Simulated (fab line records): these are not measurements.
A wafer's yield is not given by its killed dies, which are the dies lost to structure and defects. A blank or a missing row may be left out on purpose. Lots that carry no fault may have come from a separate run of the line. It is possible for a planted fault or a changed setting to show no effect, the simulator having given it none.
fab line records	flow n5_finfet
record: lots: 12	wafers: 33	last_day: 18
route steps=1938 shown HKMG_FIN@402 PASSIVATION@1936
lots that met no fault: from a run of the same line without faults
start_h: hours from the record's opening day to when the first of the lot's shown wafers began	wait_h: hours elapsed since this lot's preceding step	" as in the row above	L1.1+2: several wafers, shown together as one row	- no value present, or no start provided	* or withheld: withheld	< > ~ a bound
route shown NAME@n: NAME is a module with steps in the file, n the number in the route of the first one	usual: average and standard deviation across the fault-free wafers	same: alike in all rows	chamber/n: place in a boat	sites: per-site readings	_std_site: how widely they spread, as a standard deviation	_edge_site: mean of outer sites minus mean of inner sites	radius_mm: how far each site lies from the wafer's centre	mask NAME#n: copy n	behind: the most recent tool/chamber to have shaped the wafer	hold: cause of the lot's hold/its duration in hours/its outcome	device: names the non-switching transistor (n, p or np)	end of line: the same wafers' tests at the end of the route	for a step that has no rows: nothing shown but its recipe	killed: the dies lost at the first sort to structure and to defects; this is not the yield of the wafer	map: shows each die of a wafer: x if killed, . if not, _ if none is there
set.NAME: the run value of the setting; set.NAME@STEP: its run value at that earlier step	model.NAME: the simulator's own value behind a step, which no gauge read
steps of the route over a sample of lots; a table a step, a row a wafer
services: from which hour (start_h, from the record's first day; less than 0 if before it) a tool's chamber was out of use, for how many hours, and why
== steps ==
step: N5_HKMG_FIN_ETCH_54
recipe: chemistry: CF4	target: SiARC	target_depth_a: 455	mask_material: CAR-ArF	time_s: 75.8	ion_energy_ev: 80	pressure_mtorr: 40	source_w: 545	bias_w: 36	Ar_flow_sccm: 100	cf4_flow_sccm: 100	ends: cleared
usual: drypump_motor_current_A: 5.6/0.43	etch_rf_on_time_s: 74.9/1.5	oes_product_au: 0.70/0.087	rf_vpp_V: 184.5/1.1	showerhead_plenum_p_Torr: 2.17/0.055	throttle_valve_pct: 15.57/0.23
lot.wafer	tool	chamber	start_h	wait_h	drypump_motor_current_A	etch_rf_on_time_s	oes_product_au	rf_hours_counter_h	rf_vpp_V	showerhead_plenum_p_Torr	throttle_valve_pct
L537.2	rie_diel-01	3	76.80	0.0	5.6	75.8	0.61	180	184.3	2.22	15.79
L537.3	"	1	"	"	6.1	72.9	0.77	38	184.5	2.18	15.52
L537.5	"	2	"	"	4.9	75.2	0.58	-	184.4	2.18	15.65
L538.1	rie_diel-05	3	83.47	0.0	6.3	75.5	0.60	207	185.4	2.20	15.77
L538.2	"	2	"	"	5.8	73.6	0.83	11	183.9	2.10	15.60
L538.4	"	1	"	"	5.8	75.4	0.85	1	183.7	2.09	15.47
L540.2	rie_diel-05	0	94.50	0.0	5.7	74.8	0.71	65	185.4	2.17	15.17
L540.3	"	1	"	"	5.9	74.4	0.85	4	185.2	2.09	15.47
L540.6	"	3	"	"	6.3	75.0	0.60	-	186.1	2.20	15.77
L542.2	rie_diel-06	0	107.33	0.0	5.3	75.4	0.64	142	182.7	2.15	15.75
L542.4	"	1	"	"	6.1	78.4	0.61	-	182.5	2.05	15.68
L542.5	"	0	"	"	5.3	76.0	0.65	-	184.6	2.15	15.77
L543.2	rie_diel-01	3	119.03	0.0	5.6	75.5	0.61	198	185.5	2.21	15.83
L543.5	"	3	"	"	5.6	76.2	0.60	-	183.5	2.21	15.83
L543.6	"	2	"	"	4.9	73.7	0.85	-	185.2	2.18	15.18
L551.4	rie_diel-06	2	161.72	0.0	5.3	75.1	0.75	-	186.2	2.25	15.35
L551.5	"	1	"	"	6.1	77.9	0.61	-	181.8	2.05	15.70
L551.6	"	3	"	"	5.1	74.8	0.60	-	185.3	2.20	15.91
L552.1	rie_diel-06	1	167.61	0.0	6.2	78.3	0.60	204	182.8	2.05	15.71
L552.2	"	2	"	"	5.3	75.8	0.74	45	186.7	2.25	15.34
L553.1	rie_diel-01	0	171.72	0.0	5.4	72.9	0.74	62	184.8	2.17	15.43
L553.3	"	1	"	"	6.1	73.1	0.72	79	184.0	2.17	15.61
L553.6	"	2	"	"	4.9	72.6	0.81	-	184.2	2.17	15.24
L555.4	rie_diel-01	1	188.20	0.0	6.1	74.7	0.71	85	183.5	2.17	15.63
L555.6	"	3	"	"	5.6	76.4	0.58	-	183.9	2.21	15.88
L557.2	rie_diel-06	0	203.72	0.0	5.3	75.3	0.63	167	184.8	2.14	15.80
L557.4	"	2	"	"	5.2	75.6	0.72	61	184.9	2.25	15.38
L557.5	"	1	"	"	6.1	79.5	0.58	-	183.5	2.04	15.73
L559.2	rie_diel-06	2	212.09	0.0	5.3	74.6	0.72	63	184.2	2.25	15.38
L559.3	"	3	"	"	5.1	75.0	0.81	7	186.7	2.20	15.47
L559.5	"	2	"	"	5.3	74.9	0.72	-	187.3	2.25	15.39
L558.4	rie_diel-01	2	212.80	0.0	4.9	73.6	0.78	39	185.8	2.16	15.28
L558.6	"	1	"	"	6.1	73.1	0.71	-	184.2	2.17	15.63
step: N5_HKMG_FIN_ALD_79
recipe: material: TiN	target_thk_a: 15	temp_c: 400	ald_precursor_family: TiCl4	ald_co_reactant: NH3	pulse_time_s: 1	purge_time_s: 3	co_reactant_purge_time_s: 2	co_reactant_pulse_time_s: 2	ald_cycles: 68	pressure_torr: 3
usual: chamber_pressure_Torr: 3.000/0.0068	heater_power_w: 871/76	precursor_pulse_height_rel: 0.999/0.021	susceptor_temp_C: 400.00/0.23
same: ald_cycles: 68
lot.wafer	tool	chamber	start_h	wait_h	chamber_pressure_Torr	heater_power_w	precursor_pulse_height_rel	susceptor_temp_C
L537.2	ald_metal-01	3	78.13	0.0	2.999	863	1.011	399.55
L537.3	"	0	"	"	2.987	758	1.019	399.94
L537.5	"	1	"	"	3.003	887	1.034	400.13
L538.1	ald_metal-04	3	84.80	0.0	2.991	831	0.992	399.83
L538.2	"	2	"	"	3.000	969	1.007	400.17
L538.4	"	1	"	"	3.001	959	1.001	399.89
L540.2	ald_metal-01	3	95.83	0.0	2.992	844	1.034	399.73
L540.3	"	1	"	"	3.004	870	0.986	399.63
L540.6	"	1	"	"	3.009	908	1.026	400.09
L542.2	ald_metal-03	0	108.67	0.0	3.015	818	0.965	400.07
L542.4	"	1	"	"	3.004	944	1.014	399.51
L542.5	"	1	"	"	3.017	922	1.012	399.50
L543.2	ald_metal-01	3	120.40	0.1	2.992	869	1.023	400.21
L543.5	"	2	"	"	3.001	800	0.984	400.08
L543.6	"	1	"	"	2.991	881	1.004	399.89
L551.4	ald_metal-03	3	163.03	0.0	3.014	1058	1.007	399.93
L551.5	"	1	"	"	3.006	954	0.981	399.94
L551.6	"	2	"	"	2.995	829	1.031	399.93
L552.1	ald_metal-03	2	168.94	0.0	3.006	808	1.021	400.05
L552.2	"	0	"	"	3.015	809	0.994	400.22
L553.1	ald_metal-04	2	173.05	0.0	3.005	966	1.050	400.07
L553.3	"	0	"	"	3.005	918	0.992	399.78
L553.6	"	3	"	"	3.006	833	0.955	399.87
L555.4	ald_metal-03	0	189.60	0.0	3.009	816	1.000	399.53
L555.6	"	2	"	"	3.000	834	0.995	400.49
L557.2	ald_metal-04	1	205.05	0.0	2.989	969	1.019	400.01
L557.4	"	0	"	"	2.983	910	1.005	399.91
L557.5	"	3	"	"	3.006	836	0.981	400.30
L559.2	ald_metal-03	3	213.43	0.0	3.001	1032	1.004	400.12
L559.3	"	2	"	"	3.011	827	0.994	400.21
L559.5	"	3	"	"	3.003	1058	1.006	399.97
L558.4	ald_metal-01	3	214.14	0.0	2.996	853	1.022	400.43
L558.6	"	2	"	"	3.010	800	0.992	400.06
step: N5_HKMG_FIN_PWFM_ALD_03
recipe: material: TiN	target_thk_a: 20	temp_c: 400	ald_precursor_family: TiCl4	ald_co_reactant: NH3	pulse_time_s: 1	purge_time_s: 3	co_reactant_purge_time_s: 2	co_reactant_pulse_time_s: 2	ald_cycles: 91	pressure_torr: 3
usual: chamber_pressure_Torr: 3.000/0.0065	heater_power_w: 890/84	precursor_pulse_height_rel: 1.000/0.02	susceptor_temp_C: 400.00/0.21
same: ald_cycles: 91
lot.wafer	tool	chamber	start_h	wait_h	chamber_pressure_Torr	heater_power_w	precursor_pulse_height_rel	susceptor_temp_C
L537.2	ald_metal-03	1	79.22	0.0	2.998	915	1.003	399.81
L537.3	"	2	"	"	3.000	820	0.988	399.96
L537.5	"	2	"	"	2.992	829	1.004	400.02
L538.1	ald_metal-01	0	85.96	0.0	3.004	781	1.018	399.95
L538.2	"	3	"	"	2.997	855	1.026	400.14
L538.4	"	1	"	"	2.990	886	0.994	400.19
L540.2	ald_metal-01	3	96.93	0.0	3.006	846	1.002	400.05
L540.3	"	2	"	"	2.992	799	1.027	400.11
L540.6	"	1	"	"	3.011	903	1.013	399.80
L542.2	ald_metal-04	1	109.76	0.0	2.990	975	0.990	399.87
L542.4	"	3	"	"	2.998	831	1.041	399.93
L542.5	"	3	"	"	3.002	851	0.987	400.26
L543.2	ald_metal-04	0	121.55	0.0	3.000	959	1.004	399.67
L543.5	"	3	"	"	2.995	832	1.008	399.76
L543.6	"	0	"	"	2.998	918	1.026	399.86
L551.4	ald_metal-03	2	164.11	0.0	3.002	827	0.969	400.17
L551.5	"	0	"	"	3.007	808	1.019	399.92
L551.6	"	1	"	"	3.001	912	1.011	400.17
L552.1	ald_metal-04	1	170.07	0.0	3.000	962	0.992	400.01
L552.2	"	3	"	"	2.999	846	1.054	399.94
L553.1	ald_metal-01	3	174.27	0.0	2.996	855	1.002	400.10
L553.3	"	2	"	"	2.996	797	0.982	399.85
L553.6	"	3	"	"	2.997	862	0.972	399.71
L555.4	ald_metal-01	2	190.89	0.0	2.991	778	0.997	400.09
L555.6	"	3	"	"	3.001	826	0.981	400.05
L557.2	ald_metal-04	0	206.13	0.0	2.999	889	1.005	400.04
L557.4	"	2	"	"	2.991	956	1.034	400.04
L557.5	"	2	"	"	3.002	1001	1.002	400.12
L559.2	ald_metal-03	1	214.53	0.0	2.999	915	0.990	399.48
L559.3	"	0	"	"	3.001	794	1.025	400.41
L559.5	"	1	"	"	3.016	918	0.977	399.94
L558.4	ald_metal-01	2	215.27	0.0	3.007	796	1.002	400.40
L558.6	"	2	"	"	3.005	791	0.986	399.96
step: N5_HKMG_FIN_EXPOSE_09
recipe: mask_id: NWFM	na: 1.35	source_shape: conventional	sigma_outer: 0.8	polarization: unpolarized	dose_mj: 39.25
usual: exposure_dose_mJ_cm2: 39.63/0.29
lot.wafer	tool	chamber	start_h	wait_h	mask	exposure_dose_mJ_cm2
L537.2	arfi_scanner-02	0	79.94	-	NWFM#0	39.23
L537.3	"	0	"	"	NWFM#0	39.23
L537.5	"	0	"	"	NWFM#0	39.23
L538.1	arfi_scanner-02	0	86.55	-	NWFM#0	39.25
L538.2	"	0	"	"	NWFM#0	39.19
L538.4	"	0	"	"	NWFM#0	39.21
L540.2	arfi_scanner-01	0	97.64	-	NWFM#0	39.88
L540.3	"	0	"	"	NWFM#0	39.83
L540.6	"	0	"	"	NWFM#0	39.89
L542.2	arfi_scanner-02	0	110.36	-	NWFM#0	47.11
L542.4	"	0	"	"	NWFM#0	47.16
L542.5	"	0	"	"	NWFM#0	47.14
L543.2	arfi_scanner-02	0	122.14	-	NWFM#0	45.56
L543.5	"	0	"	"	NWFM#0	45.51
L543.6	"	0	"	"	NWFM#0	45.54
L551.4	arfi_scanner-01	0	164.71	-	NWFM#0	39.81
L551.5	"	0	"	"	NWFM#0	39.86
L551.6	"	0	"	"	NWFM#0	39.90
L552.1	arfi_scanner-01	0	170.66	-	NWFM#0	39.78
L552.2	"	0	"	"	NWFM#0	39.83
L553.1	arfi_scanner-01	0	174.86	-	NWFM#0	39.84
L553.3	"	0	"	"	NWFM#0	39.81
L553.6	"	0	"	"	NWFM#0	39.83
L555.4	arfi_scanner-01	0	191.63	-	NWFM#0	39.90
L555.6	"	0	"	"	NWFM#0	39.78
L557.2	arfi_scanner-01	0	206.72	-	NWFM#0	39.80
L557.4	"	0	"	"	NWFM#0	39.87
L557.5	"	0	"	"	NWFM#0	39.83
L559.2	arfi_scanner-01	0	215.12	-	NWFM#0	39.90
L559.3	"	0	"	"	NWFM#0	39.87
L559.5	"	0	"	"	NWFM#0	39.83
L558.4	arfi_scanner-01	0	215.88	-	NWFM#0	39.84
L558.6	"	0	"	"	NWFM#0	39.76
step: N5_HKMG_FIN_CD_MEAS_12
recipe: target_cd_nm: 92.8	landing_energy_ev: 500	detector: se_inlens
usual: cd_nm: 93.0/0.7
lot.wafer	tool	chamber	start_h	wait_h	cd_nm
L537.2	cd_sem-03	0	80.06	-	91.9
L537.3	"	0	"	"	92.5
L537.5	"	0	"	"	92.7
L538.1	cd_sem-03	0	86.67	-	92.9
L538.2	"	0	"	"	91.9
L538.4	"	0	"	"	92.6
L540.2	cd_sem-02	0	97.76	-	92.9
L540.3	"	0	"	"	94.7
L540.6	"	0	"	"	93.3
L542.2	cd_sem-01	0	110.48	-	104.1
L542.4	"	0	"	"	104.6
L542.5	"	0	"	"	103.8
L543.2	cd_sem-03	0	122.26	-	101.3
L543.5	"	0	"	"	101.7
L543.6	"	0	"	"	102.3
L551.4	cd_sem-02	0	164.83	-	93.1
L551.5	"	0	"	"	93.7
L551.6	"	0	"	"	93.6
L552.1	cd_sem-02	0	170.78	-	92.4
L552.2	"	0	"	"	93.3
L553.1	cd_sem-02	0	174.98	-	93.3
L553.3	"	0	"	"	93.6
L553.6	"	0	"	"	93.3
L555.4	cd_sem-01	0	191.75	-	92.7
L555.6	"	0	"	"	91.8
L557.2	cd_sem-03	0	206.84	-	93.4
L557.4	"	0	"	"	92.9
L557.5	"	0	"	"	93.1
L559.2	cd_sem-01	0	215.24	-	94.6
L559.3	"	0	"	"	93.3
L559.5	"	0	"	"	93.4
L558.4	cd_sem-03	0	215.99	-	92.1
L558.6	"	0	"	"	91.6
step: N5_PASSIVATION_PROBE_49
usual: killed_at_M0_to_M3: 31/11	killed_at_M4_up: 14/5.1	killed_at_contacts: 12/5.6	killed_at_front_end: 42/12	killed_at_other: 3.8/2.9	killed_dies: 103/18	killed_open: 67/14	killed_short: 33/8
same: gross_dies: 1180	killed_at_back_side: 0
lot.wafer	tool	chamber	start_h	wait_h	killed_at_M0_to_M3	killed_at_M4_up	killed_at_contacts	killed_at_front_end	killed_at_other	killed_dies	killed_open	killed_short
L543.2	prober-01	-	339.47	0.1	15	15	11	63	4	108	73	22
L543.5	prober-01	-	339.62	0.2	17	12	9	39	6	83	49	31
L543.6	prober-01	-	339.67	0.3	22	16	8	47	3	96	64	29
killed by level:class
L543.2 FIN_SAQP:geometric_particle:open=15 MOL_CONTACT_COAG:geometric_particle:open=10 HKMG_FIN:area_etch=9 STI_FIN_REVEAL:geometric_particle:open=8 GATE_CUT:geometric_particle:short=6 BEOL_M2:geometric_particle:open=6 FIN_SAQP:geometric_particle:short=5 BEOL_M4:geometric_particle:open=5
L543.5 FIN_SAQP:geometric_particle:short=11 DUMMY_GATE:geometric_particle:open=9 MOL_CONTACT_COAG:geometric_particle:open=6 BEOL_M5:geometric_particle:open=6 STI_FIN_REVEAL:geometric_particle:open=4 BEOL_M0_SAQP:geometric_particle:open=4 STARTING-WAFER:geometric_particle:open=4 MOL_CONTACT_COAG:geometric_particle:short=3
L543.6 FIN_SAQP:geometric_particle:open=15 FIN_SAQP:geometric_particle:short=13 BEOL_M1:geometric_particle:open=11 MOL_CONTACT_COAG:geometric_particle:open=8 BEOL_M4:geometric_particle:open=8 GATE_CUT:geometric_particle:open=6 GATE_CUT:geometric_particle:short=5 BEOL_M3:geometric_particle:open=3
== services ==
tool	chamber	start_h	hours	kind
ald_metal-03	-	68.74	1.7	repair
arfi_scanner-01	-	71.94	0.8	pm
ald_metal-04	-	76.84	6.0	pm
arfi_scanner-02	-	80.51	1.3	pm
arfi_scanner-01	-	85.29	1.3	pm
rie_diel-05	1	89.71	3.3	repair
ald_metal-01	-	99.18	1.3	repair
rie_diel-06	3	100.54	10.5	repair
arfi_scanner-01	-	111.27	1.5	pm
ald_metal-03	-	122.27	14.6	pm
rie_diel-06	-	125.58	28.1	pm
arfi_scanner-02	-	127.80	1.0	pm
rie_diel-01	2	128.72	2.3	repair
arfi_scanner-02	-	135.63	0.7	repair
arfi_scanner-02	-	139.19	4.9	pm
arfi_scanner-01	-	144.70	1.6	repair
ald_metal-01	2	146.20	3.4	repair
arfi_scanner-01	-	147.73	8.5	repair
arfi_scanner-02	-	160.44	11.6	repair
arfi_scanner-01	-	172.78	1.0	pm
arfi_scanner-02	-	174.32	1.2	repair
ald_metal-04	-	198.45	2.6	repair
arfi_scanner-02	-	206.01	1.3	pm
arfi_scanner-01	-	210.79	1.3	pm
== key ==
first_sign: step: N5_HKMG_FIN_EXPOSE_09	reading: exposure_dose_mJ_cm2	direction: up	sigmas: 23	usual: 39.63	struck: 46.34
effect: step: N5_HKMG_FIN_CD_MEAS_12	reading: cd_nm	direction: up	sigmas: 14	usual: 93.0	struck: 103.0	through: control_loop
met_at N5_HKMG_FIN_EXPOSE_09
struck_lots L542,L543
rows_end L542.2,L542.4,L542.5
tester_left_out L543
loop_trim: step: N5_HKMG_FIN_EXPOSE_09	setting: dose	lots: L543
not_acting_at N5_HKMG_FIN_ETCH_54,N5_HKMG_FIN_ALD_79,N5_HKMG_FIN_PWFM_ALD_03
onset_between 86.55 110.36
fault: kind: process_parameter_drift	tool: arfi_scanner-02	chamber: -	onset_h: 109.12	steps: N5_HKMG_FIN_EXPOSE_09	channel: dose_mj	offset: 7.889	shape: step	acts_in: these_recipes_only	stated: 39.25
tester_left_out: of these lots the tester's yield and bins aren't shown, on N5 and GAA mostly nor the transistor test; their killed dies are dies lost to structure and defects alone, not to doping, threshold or leakage, so they don't give the yield
rows_end: these wafers met a further fault down the route, and their rows from its step on are left out
loop_trim: a control loop set the setting to another value than it would have without faults
